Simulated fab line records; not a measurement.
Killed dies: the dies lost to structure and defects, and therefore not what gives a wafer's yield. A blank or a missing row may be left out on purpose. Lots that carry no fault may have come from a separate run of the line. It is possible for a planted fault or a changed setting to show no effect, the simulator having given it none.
Which of the tools did it? / flow n5 finfet / 27 wafers from 9 lots sampled at 6 of the route's 1938 steps

## WHAT EACH GAUGE READ, for each wafer
N5_SDB_INSPECT_13: inspects for defects (brightfield).
lot=L641; measured=day 4 13:07; on=defect inspect-02; raw defect count=76 73 52
lot=L642; measured=day 4 18:43; on=defect inspect-01; raw defect count=30 71 144
lot=L646; measured=day 5 18:47; on=defect inspect-01; raw defect count=63 27 42
lot=L648; measured=day 6 05:53; on=defect inspect-02; raw defect count=64 46 75
lot=L649; measured=day 6 11:45; on=defect inspect-01; raw defect count=65 75 70
lot=L654; measured=day 7 16:55; on=defect inspect-02; raw defect count=656 78 111
lot=L659; measured=day 9 05:22; on=defect inspect-02; raw defect count=77 49 95
lot=L660; measured=day 9 17:17; on=defect inspect-01; raw defect count=68 58 93
lot=L661; measured=day 9 18:10; on=defect inspect-01; raw defect count=39 72 143

N5_BEOL_M4_RC_MEAS_101.
lot=L641; measured=day 9 01:15; on=prober-02; DIBL_N (mV/V)=35.6 37.3 36.9; DIBL_P (mV/V)=34.5 36.0 36.0; IOFF_N (nA/um)=0.152 0.181 0.180; IOFF_P (nA/um)=0.219 0.244 0.244; ION_N (uA/um)=676 685 679; ION_P (uA/um)=470 472 468; SS_N (mV/dec)=71.3 71.9 71.7; SS_P (mV/dec)=73.5 73.3 73.9; VT_N (mV)=247.8 246.9 249.0; VT_P (mV)=-246 -247 -245
lot=L642; measured=day 9 10:55; on=prober-02; DIBL_N (mV/V)=37.2 37.2 39.4; DIBL_P (mV/V)=36.1 35.8 38.8; IOFF_N (nA/um)=0.166 0.158 0.219; IOFF_P (nA/um)=0.233 0.233 0.279; ION_N (uA/um)=688 691 702; ION_P (uA/um)=471 470 477; SS_N (mV/dec)=71.8 71.2 71.9; SS_P (mV/dec)=73.2 73.9 74.0; VT_N (mV)=247.2 246.0 242.7; VT_P (mV)=-245 -245 -246
lot=L646; measured=day 11 14:48; on=prober-02; DIBL_N (mV/V)=35.0 37.0 37.8; DIBL_P (mV/V)=34.1 36.9 37.1; IOFF_N (nA/um)=0.133 0.166 0.169; IOFF_P (nA/um)=0.192 0.239 0.238; ION_N (uA/um)=666 681 669; ION_P (uA/um)=462 471 459; SS_N (mV/dec)=70.6 71.8 71.9; SS_P (mV/dec)=72.9 73.5 73.4; VT_N (mV)=252.4 247.1 250.5; VT_P (mV)=-249 -247 -246
lot=L648; measured=day 12 19:20; on=prober-01; DIBL_N (mV/V)=34.9 36.6 34.6; DIBL_P (mV/V)=34.7 36.5 34.2; IOFF_N (nA/um)=0.144 0.170 0.131; IOFF_P (nA/um)=0.182 0.208 0.178; ION_N (uA/um)=674 669 665; ION_P (uA/um)=460 458 461; SS_N (mV/dec)=71.2 71.6 70.7; SS_P (mV/dec)=72.9 73.3 72.7; VT_N (mV)=250.8 247.6 249.1; VT_P (mV)=-253 -249 -251
lot=L649; measured=day 11 14:51; on=prober-01; DIBL_N (mV/V)=34.9 34.1 34.5; DIBL_P (mV/V)=36.0 34.6 35.8; IOFF_N (nA/um)=0.157 0.154 0.158; IOFF_P (nA/um)=0.243 0.216 0.238; ION_N (uA/um)=675 678 681; ION_P (uA/um)=467 468 472; SS_N (mV/dec)=71.3 71.1 71.1; SS_P (mV/dec)=73.4 72.9 73.4; VT_N (mV)=252.5 248.4 249.7; VT_P (mV)=-242 -246 -247
lot=L654; measured=day 14 05:10; on=prober-01; DIBL_N (mV/V)=36.7 36.8 35.3; DIBL_P (mV/V)=35.2 37.2 35.2; IOFF_N (nA/um)=0.151 0.157 0.133; IOFF_P (nA/um)=0.167 0.193 0.169; ION_N (uA/um)=675 674 665; ION_P (uA/um)=448 460 453; SS_N (mV/dec)=72.3 71.7 71.6; SS_P (mV/dec)=73.0 73.3 72.5; VT_N (mV)=250.5 248.2 251.8; VT_P (mV)=-255 -254 -252
lot=L659; measured=day 15 15:37; on=prober-01; DIBL_N (mV/V)=37.1 37.7 36.9; DIBL_P (mV/V)=39.1 38.4 38.3; IOFF_N (nA/um)=0.171 0.176 0.168; IOFF_P (nA/um)=0.247 0.233 0.222; ION_N (uA/um)=674 675 678; ION_P (uA/um)=463 465 466; SS_N (mV/dec)=72.1 72.4 71.7; SS_P (mV/dec)=73.3 73.7 73.8; VT_N (mV)=249.8 250.0 252.3; VT_P (mV)=-248 -248 -251
lot=L660; measured=day 15 22:28; on=prober-01; DIBL_N (mV/V)=38.3 37.2 37.2; DIBL_P (mV/V)=39.0 36.4 36.5; IOFF_N (nA/um)=0.231 0.193 0.188; IOFF_P (nA/um)=0.281 0.235 0.234; ION_N (uA/um)=704 689 690; ION_P (uA/um)=477 468 468; SS_N (mV/dec)=71.8 71.3 71.6; SS_P (mV/dec)=74.7 74.4 73.3; VT_N (mV)=242.5 245.3 245.2; VT_P (mV)=-245 -249 -250
lot=L661; measured=day 15 15:25; on=prober-02; DIBL_N (mV/V)=36.2 36.1 35.8; DIBL_P (mV/V)=37.2 36.6 36.3; IOFF_N (nA/um)=0.160 0.153 0.151; IOFF_P (nA/um)=0.197 0.182 0.179; ION_N (uA/um)=679 676 679; ION_P (uA/um)=461 457 460; SS_N (mV/dec)=71.8 71.3 70.9; SS_P (mV/dec)=72.2 72.6 72.6; VT_N (mV)=248.6 251.2 250.6; VT_P (mV)=-252 -250 -252

## WHICH TOOL RAN EACH LOT (tool, then ch and the chambers of the sampled wafers, then the start)
lot=L641; N5_SD_EPI_P_ETCH_47=rie diel-06 ch 0,3, day 4 01:29; N5_SD_EPI_P_ETCH_16=rie diel-06 ch 0,3, day 4 01:35; N5_ILD0_CMP_07=cmp-04 ch 0,1,2, day 4 09:07; N5_SDB_HM_DEP_00=pecvd-01 ch 0,1,2, day 4 12:36
lot=L642; N5_SD_EPI_P_ETCH_47=rie diel-03 ch 1,2,3, day 4 07:46; N5_SD_EPI_P_ETCH_16=rie diel-03 ch 1,2,3, day 4 07:52; N5_ILD0_CMP_07=cmp-04 ch 1,2,3, day 4 14:46; N5_SDB_HM_DEP_00=pecvd-03 ch 0,1, day 4 18:20
lot=L646; N5_SD_EPI_P_ETCH_47=rie diel-03 ch 0,2,3, day 5 08:01; N5_SD_EPI_P_ETCH_16=rie diel-03 ch 0,2,3, day 5 08:07; N5_ILD0_CMP_07=cmp-01 ch 0,2,3, day 5 14:43; N5_SDB_HM_DEP_00=pecvd-02 ch 0,1, day 5 18:17
lot=L648; N5_SD_EPI_P_ETCH_47=rie diel-02 ch 2,3, day 5 18:57; N5_SD_EPI_P_ETCH_16=rie diel-02 ch 2,3, day 5 19:03; N5_ILD0_CMP_07=cmp-02 ch 2,3, day 6 01:40; N5_SDB_HM_DEP_00=pecvd-03 ch 0,1,2, day 6 05:22
lot=L649; N5_SD_EPI_P_ETCH_47=rie diel-02 ch 0,1,2, day 5 23:43; N5_SD_EPI_P_ETCH_16=rie diel-02 ch 0,1,2, day 5 23:49; N5_ILD0_CMP_07=cmp-04 ch 0,1,3, day 6 07:38; N5_SDB_HM_DEP_00=pecvd-02 ch 0,1, day 6 11:14
lot=L654; N5_SD_EPI_P_ETCH_47=rie diel-03 ch 1,3, day 7 06:05; N5_SD_EPI_P_ETCH_16=rie diel-03 ch 1,3, day 7 06:11; N5_ILD0_CMP_07=cmp-02 ch 2,3, day 7 12:53; N5_SDB_HM_DEP_00=pecvd-02 ch 1,2, day 7 16:25
lot=L659; N5_SD_EPI_P_ETCH_47=rie diel-02 ch 0,2,3, day 8 18:27; N5_SD_EPI_P_ETCH_16=rie diel-02 ch 0,2,3, day 8 18:33; N5_ILD0_CMP_07=cmp-01 ch 1,2,3, day 9 01:32; N5_SDB_HM_DEP_00=pecvd-03 ch 0,1,2, day 9 05:01
lot=L660; N5_SD_EPI_P_ETCH_47=rie diel-02 ch 1,3, day 8 22:02; N5_SD_EPI_P_ETCH_16=rie diel-02 ch 1,3, day 8 22:08; N5_ILD0_CMP_07=cmp-04 ch 0,2,3, day 9 13:23; N5_SDB_HM_DEP_00=pecvd-01 ch 0,1, day 9 16:53
lot=L661; N5_SD_EPI_P_ETCH_47=rie diel-02 ch 0,2, day 8 23:23; N5_SD_EPI_P_ETCH_16=rie diel-02 ch 0,2, day 8 23:29; N5_ILD0_CMP_07=cmp-02 ch 0,1,2, day 9 14:16; N5_SDB_HM_DEP_00=pecvd-03 ch 0,1,2, day 9 17:47
- N5_SD_EPI_P_ETCH_47: etches SiOCN in CH3F/O2, target depth 25 nm.
- N5_SD_EPI_P_ETCH_16: etches SiO2 in CHF3/O2, target depth 5 nm.
- N5_ILD0_CMP_07: polishes SiO2 flowable, stops on poly-Si, t overpolish 1.18 s, target thk 138.88 nm.
- N5_SDB_HM_DEP_00: deposits SiNx from SiH4/NH3/N2, target thk 40 nm, time 35.3 s.

## WHAT THE TOOLS THEMSELVES READ (means of the sampled wafers that have a number; where no wafer has one, the mark that the record gives instead)
N5_SD_EPI_P_ETCH_47.
lot=L641; tool=rie diel-06; drypump motor current A (A)=5.3; oes_o_777_au (a.u.)=0.70; oes product au (a.u.)=0.69; rf vpp V (V)=126.2; showerhead plenum p Torr (Torr)=1.99; throttle valve pct (%)=16.53
lot=L642; tool=rie diel-03; drypump motor current A (A)=5.6; oes_o_777_au (a.u.)=0.72; oes product au (a.u.)=0.71; rf vpp V (V)=127.3; showerhead plenum p Torr (Torr)=1.95; throttle valve pct (%)=16.45
lot=L646; tool=rie diel-03; drypump motor current A (A)=5.2; oes_o_777_au (a.u.)=0.75; oes product au (a.u.)=0.75; rf vpp V (V)=127.3; showerhead plenum p Torr (Torr)=1.91; throttle valve pct (%)=16.35
lot=L648; tool=rie diel-02; drypump motor current A (A)=5.9; oes_o_777_au (a.u.)=0.80; oes product au (a.u.)=0.80; rf vpp V (V)=127.0; showerhead plenum p Torr (Torr)=1.99; throttle valve pct (%)=16.52
lot=L649; tool=rie diel-02; drypump motor current A (A)=6.0; oes_o_777_au (a.u.)=0.91; oes product au (a.u.)=0.90; rf vpp V (V)=127.3; showerhead plenum p Torr (Torr)=2.04; throttle valve pct (%)=16.18
lot=L654; tool=rie diel-03; drypump motor current A (A)=5.7; oes_o_777_au (a.u.)=0.88; oes product au (a.u.)=0.88; rf vpp V (V)=128.4; showerhead plenum p Torr (Torr)=2.11; throttle valve pct (%)=16.17
lot=L659; tool=rie diel-02; drypump motor current A (A)=5.8; oes_o_777_au (a.u.)=0.83; oes product au (a.u.)=0.81; rf vpp V (V)=126.6; showerhead plenum p Torr (Torr)=2.00; throttle valve pct (%)=16.40
lot=L660; tool=rie diel-02; drypump motor current A (A)=6.1; oes_o_777_au (a.u.)=0.86; oes product au (a.u.)=0.86; rf vpp V (V)=126.9; showerhead plenum p Torr (Torr)=2.01; throttle valve pct (%)=16.26
lot=L661; tool=rie diel-02; drypump motor current A (A)=5.7; oes_o_777_au (a.u.)=0.87; oes product au (a.u.)=0.87; rf vpp V (V)=125.4; showerhead plenum p Torr (Torr)=2.01; throttle valve pct (%)=16.26

N5_SD_EPI_P_ETCH_16.
lot=L641; tool=rie diel-06; drypump motor current A (A)=5.3; oes_o_777_au (a.u.)=0.70; oes product au (a.u.)=0.69; rf vpp V (V)=519; showerhead plenum p Torr (Torr)=2.39; throttle valve pct (%)=19.09
lot=L642; tool=rie diel-03; drypump motor current A (A)=5.6; oes_o_777_au (a.u.)=0.71; oes product au (a.u.)=0.71; rf vpp V (V)=524; showerhead plenum p Torr (Torr)=2.35; throttle valve pct (%)=19.03
lot=L646; tool=rie diel-03; drypump motor current A (A)=5.2; oes_o_777_au (a.u.)=0.76; oes product au (a.u.)=0.76; rf vpp V (V)=523; showerhead plenum p Torr (Torr)=2.31; throttle valve pct (%)=18.92
lot=L648; tool=rie diel-02; drypump motor current A (A)=5.9; oes_o_777_au (a.u.)=0.80; oes product au (a.u.)=0.80; rf vpp V (V)=520; showerhead plenum p Torr (Torr)=2.40; throttle valve pct (%)=19.12
lot=L649; tool=rie diel-02; drypump motor current A (A)=6.0; oes_o_777_au (a.u.)=0.91; oes product au (a.u.)=0.89; rf vpp V (V)=522; showerhead plenum p Torr (Torr)=2.45; throttle valve pct (%)=18.78
lot=L654; tool=rie diel-03; drypump motor current A (A)=5.7; oes_o_777_au (a.u.)=0.87; oes product au (a.u.)=0.88; rf vpp V (V)=531; showerhead plenum p Torr (Torr)=2.54; throttle valve pct (%)=18.78
lot=L659; tool=rie diel-02; drypump motor current A (A)=5.8; oes_o_777_au (a.u.)=0.83; oes product au (a.u.)=0.82; rf vpp V (V)=520; showerhead plenum p Torr (Torr)=2.41; throttle valve pct (%)=19.00
lot=L660; tool=rie diel-02; drypump motor current A (A)=6.1; oes_o_777_au (a.u.)=0.86; oes product au (a.u.)=0.86; rf vpp V (V)=519; showerhead plenum p Torr (Torr)=2.42; throttle valve pct (%)=18.88
lot=L661; tool=rie diel-02; drypump motor current A (A)=5.8; oes_o_777_au (a.u.)=0.87; oes product au (a.u.)=0.86; rf vpp V (V)=520; showerhead plenum p Torr (Torr)=2.42; throttle valve pct (%)=18.85

N5_ILD0_CMP_07.
lot=L641; tool=cmp-04; motor current A (A)=11.7; platen rpm (rpm)=51.80
lot=L642; tool=cmp-04; motor current A (A)=12.1; platen rpm (rpm)=51.80
lot=L646; tool=cmp-01; motor current A (A)=10.5; platen rpm (rpm)=51.79
lot=L648; tool=cmp-02; motor current A (A)=11.2; platen rpm (rpm)=51.75
lot=L649; tool=cmp-04; motor current A (A)=12.5; platen rpm (rpm)=51.77
lot=L654; tool=cmp-02; motor current A (A)=11.4; platen rpm (rpm)=51.81
lot=L659; tool=cmp-01; motor current A (A)=11.5; platen rpm (rpm)=51.83
lot=L660; tool=cmp-04; motor current A (A)=12.8; platen rpm (rpm)=51.81
lot=L661; tool=cmp-02; motor current A (A)=12.5; platen rpm (rpm)=51.80

N5_SDB_HM_DEP_00.
lot=L641; tool=pecvd-01; heater power outer w (W)=502; heater power w (W)=799; showerhead plenum p Torr (Torr)=5.22; throttle valve pct (%)=40.7
lot=L642; tool=pecvd-03; heater power outer w (W)=405; heater power w (W)=690; showerhead plenum p Torr (Torr)=5.03; throttle valve pct (%)=39.7
lot=L646; tool=pecvd-02; heater power outer w (W)=453; heater power w (W)=710; showerhead plenum p Torr (Torr)=5.18; throttle valve pct (%)=42.9
lot=L648; tool=pecvd-03; heater power outer w (W)=417; heater power w (W)=714; showerhead plenum p Torr (Torr)=5.04; throttle valve pct (%)=39.2
lot=L649; tool=pecvd-02; heater power outer w (W)=401; heater power w (W)=668; showerhead plenum p Torr (Torr)=5.11; throttle valve pct (%)=42.3
lot=L654; tool=pecvd-02; heater power outer w (W)=503; heater power w (W)=767; showerhead plenum p Torr (Torr)=5.23; throttle valve pct (%)=41.5
lot=L659; tool=pecvd-03; heater power outer w (W)=386; heater power w (W)=667; showerhead plenum p Torr (Torr)=5.04; throttle valve pct (%)=39.3
lot=L660; tool=pecvd-01; heater power outer w (W)=482; heater power w (W)=793; showerhead plenum p Torr (Torr)=5.23; throttle valve pct (%)=42.1
lot=L661; tool=pecvd-03; heater power outer w (W)=395; heater power w (W)=689; showerhead plenum p Torr (Torr)=5.04; throttle valve pct (%)=39.4

## THE ANSWER, worked out from the rows above alone
Rule: usual is defined by the lots themselves. The widest of any qualifying gaps counts: lots, ordered by their means at a reading, are off when they make up no more than a third of the lots, leave a main group of 4 or more, and stand apart from it by 3 or more times the standard deviation of that group's means. A main group is skipped when, at the precision printed for the reading in the tables above, its means are all equal. Also off: a lot with no number at a reading for which 4 or more lots have one. The other lots that the step has rows for count as sound. First the gauges in route order, then the tools' own readings, where a lot's mean is used as printed above. At the first step where some lot is off, the reading lying furthest off is the one used; lots without a number count as furthest.
Off, at N5_SDB_INSPECT_13 on raw defect count: L654. The main group: mean 69, standard deviation 12.
If a tool, at a process step before that reading, ran all the lots that are off and no sound lot after the first of them, it fits. Not tried: the gauges at N5_SDB_INSPECT_13; whatever is off there is also off at N5_BEOL_M4_RC_MEAS_101, on other tools, and gauge error can't account for it. Undecided on this evidence; 2 tools fit (rie diel-03 at N5_SD_EPI_P_ETCH_47 and N5_SD_EPI_P_ETCH_16, pecvd-02 at N5_SDB_HM_DEP_00).

## WHAT THE SIMULATOR HAD PUT IN
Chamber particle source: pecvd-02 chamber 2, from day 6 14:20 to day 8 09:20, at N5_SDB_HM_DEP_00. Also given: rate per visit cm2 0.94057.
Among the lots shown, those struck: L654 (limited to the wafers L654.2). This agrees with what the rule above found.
